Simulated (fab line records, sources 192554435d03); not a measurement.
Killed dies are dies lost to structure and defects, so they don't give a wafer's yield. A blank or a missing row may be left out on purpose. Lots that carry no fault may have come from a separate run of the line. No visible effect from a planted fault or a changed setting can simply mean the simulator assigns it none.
Matching of chambers | flow n5_finfet | N5_BEOL_M2_ETCH_70 on rie_diel-01 has 4 sister chambers
The step etches SOC in N2/H2, target depth 80 nm, overetch 24 nm, time 130 s. 24 wafers are shown with their chamber, then 12 later ones without.

== EACH WAFER AND ITS CHAMBER ==
wafer  | chamber | throttle_valve_pct (%) | drypump_motor_current_A (A) | showerhead_plenum_p_Torr (Torr)
L074.2 | 2       | 18.4                   | 5.8                         | 2.53
L074.4 | 0       | 17.4                   | 5.1                         | 2.47
L074.5 | 1       | 17.5                   | 5.6                         | 2.59
L077.2 | 3       | 17.7                   | 5.2                         | 2.48
L077.3 | 0       | 17.4                   | 5.1                         | 2.47
L077.6 | 2       | 18.4                   | 5.8                         | 2.53
L076.1 | 1       | 17.5                   | 5.6                         | 2.59
L076.2 | 2       | 18.4                   | 5.8                         | 2.53
L076.3 | 3       | 17.7                   | 5.2                         | 2.48
L079.1 | 1       | 17.5                   | 5.6                         | 2.59
L079.4 | 2       | 18.4                   | 5.8                         | 2.53
L079.6 | 2       | 18.4                   | 5.8                         | 2.53
L080.2 | 2       | 18.4                   | 5.8                         | 2.53
L080.3 | 0       | 17.4                   | 5.1                         | 2.47
L080.6 | 3       | 17.8                   | 5.2                         | 2.48
L083.1 | 0       | 17.4                   | 5.1                         | 2.47
L083.3 | 2       | 18.4                   | 5.8                         | 2.52
L083.6 | 2       | 18.4                   | 5.8                         | 2.52
L087.2 | 1       | 17.5                   | 5.5                         | 2.58
L087.5 | 1       | 17.5                   | 5.5                         | 2.58
L087.6 | 2       | 18.4                   | 5.8                         | 2.52
L088.1 | 2       | 18.4                   | 5.8                         | 2.52
L088.2 | 0       | 17.4                   | 5.1                         | 2.46
L088.6 | 3       | 17.8                   | 5.2                         | 2.47

SIGNATURES, as means of the wafers listed above
reading                  | chamber 0 | chamber 1 | chamber 2 | chamber 3 | scatter within a chamber
throttle_valve_pct       | 17.400    | 17.500    | 18.400    | 17.750    | 0.0224
drypump_motor_current_A  | 5.100     | 5.560     | 5.800     | 5.200     | 0.0245
showerhead_plenum_p_Torr | 2.4680    | 2.5860    | 2.5260    | 2.4775    | 0.00507
Rule: for a wafer and a chamber, the distance is found by dividing, reading by reading, the gap between the wafer's reading and the chamber's mean by the reading's scatter, squaring, summing and taking the root. If the next closest chamber is less than 2 further off than the closest, the wafer can't be placed; otherwise it belongs to the closest. The scatter: take each reading less its chamber's mean, square it, sum over the shown wafers, divide by the number of wafers less the number of chambers, and take the root.

== WAFERS WITH NO CHAMBER GIVEN ==
wafer  | throttle_valve_pct (%) | drypump_motor_current_A (A) | showerhead_plenum_p_Torr (Torr)
L089.1 | 17.8                   | 5.2                         | 2.47
L089.3 | 17.4                   | 5.1                         | 2.46
L089.5 | 17.8                   | 5.2                         | 2.47
L090.3 | 18.4                   | 5.8                         | 2.52
L090.4 | 17.5                   | 5.6                         | 2.58
L090.6 | 18.4                   | 5.8                         | 2.52
L091.1 | 17.5                   | 5.1                         | 2.46
L091.3 | 18.5                   | 5.8                         | 2.52
L091.5 | 17.5                   | 5.6                         | 2.58
L094.1 | 17.5                   | 5.6                         | 2.58
L094.5 | 17.8                   | 5.2                         | 2.46
L094.6 | 17.5                   | 5.1                         | 2.46

== CHAMBER TAKEN BY EACH ==
wafer  | from the rows above | in truth
L089.1 | 3                   | 3
L089.3 | 0                   | 0
L089.5 | 3                   | 3
L090.3 | 2                   | 2
L090.4 | 1                   | 1
L090.6 | 2                   | 2
L091.1 | 0                   | 0
L091.3 | 2                   | 2
L091.5 | 1                   | 1
L094.1 | 1                   | 1
L094.5 | 3                   | 3
L094.6 | 0                   | 0
Correctly placed: 12 of 12. From these rows, 0 cannot be placed. Number placed wrongly: 0.
